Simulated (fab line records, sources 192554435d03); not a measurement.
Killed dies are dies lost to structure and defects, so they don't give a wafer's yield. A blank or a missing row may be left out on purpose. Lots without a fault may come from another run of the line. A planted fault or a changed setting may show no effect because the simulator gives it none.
Chamber matching | flow n5_finfet | N5_BEOL_M0_SAQP_DESCUM_45 on rie_diel-03: 4 sister chambers
The step chemistry O2, time 7 s. 18 wafers are shown with their chamber, then 9 later ones without.

WAFERS WITH THEIR CHAMBER
wafer  | chamber | drypump_motor_current_A (A) | showerhead_plenum_p_Torr (Torr) | oes_product_au (a.u.)
L075.2 | 0       | 4.9                         | 2.02                            | 0.79
L075.4 | 3       | 6.3                         | 2.07                            | 0.69
L075.6 | 1       | 6.1                         | 2.11                            | 0.74
L080.1 | 0       | 4.9                         | 2.02                            | 0.78
L080.3 | 2       | 6.1                         | 2.16                            | 0.71
L080.5 | 3       | 6.3                         | 2.07                            | 0.69
L084.2 | 1       | 6.0                         | 2.10                            | 0.72
L084.5 | 2       | 6.1                         | 2.16                            | 0.71
L084.6 | 1       | 6.0                         | 2.10                            | 0.72
L085.2 | 2       | 6.1                         | 2.16                            | 0.70
L085.5 | 3       | 6.3                         | 2.07                            | 0.99
L085.6 | 2       | 6.1                         | 2.16                            | 0.69
L088.2 | 0       | 4.9                         | 2.01                            | 0.76
L088.3 | 3       | 6.3                         | 2.06                            | 0.96
L088.4 | 1       | 6.0                         | 2.09                            | 0.71
L093.2 | 0       | 4.9                         | 2.01                            | 0.76
L093.3 | 1       | 6.0                         | 2.09                            | 0.71
L093.4 | 3       | 6.3                         | 2.06                            | 0.93

SIGNATURES (means of the wafers above)
reading                  | chamber 0 | chamber 1 | chamber 2 | chamber 3 | scatter within a chamber
drypump_motor_current_A  | 4.900     | 6.020     | 6.100     | 6.300     | 0.0239
showerhead_plenum_p_Torr | 2.0150    | 2.0980    | 2.1600    | 2.0660    | 0.00598
oes_product_au           | 0.7725    | 0.7200    | 0.7025    | 0.8520    | 0.0805
Rule: a wafer's distance from a chamber is the root of the sum, over the readings, of the square of ((its reading less the chamber's mean) divided by the reading's scatter). The wafer belongs to the nearest chamber; if the next one is less than 2 further off, it can't be placed. The scatter: the root of (the sum of the squares of (reading less its chamber's mean) over the shown wafers, divided by (wafers less chambers)).

WAFERS WITHOUT THEIR CHAMBER
wafer  | drypump_motor_current_A (A) | showerhead_plenum_p_Torr (Torr) | oes_product_au (a.u.)
L094.3 | 6.1                         | 2.09                            | 0.71
L094.5 | 6.3                         | 2.06                            | 0.92
L094.6 | 4.9                         | 2.01                            | 0.75
L095.2 | 6.0                         | 2.09                            | 0.70
L095.5 | 4.9                         | 2.01                            | 0.75
L095.6 | 6.3                         | 2.06                            | 0.92
L096.1 | 4.9                         | 2.01                            | 0.75
L096.2 | 6.3                         | 2.06                            | 0.92
L096.5 | 6.3                         | 2.06                            | 0.91

WHICH CHAMBER EACH WENT THROUGH
wafer  | from the rows above | in truth
L094.3 | 1                   | 1
L094.5 | 3                   | 3
L094.6 | 0                   | 0
L095.2 | 1                   | 1
L095.5 | 0                   | 0
L095.6 | 3                   | 3
L096.1 | 0                   | 0
L096.2 | 3                   | 3
L096.5 | 3                   | 3
Placed correctly: 9 of 9. Can't be placed from these rows: 0. Placed wrongly: 0.
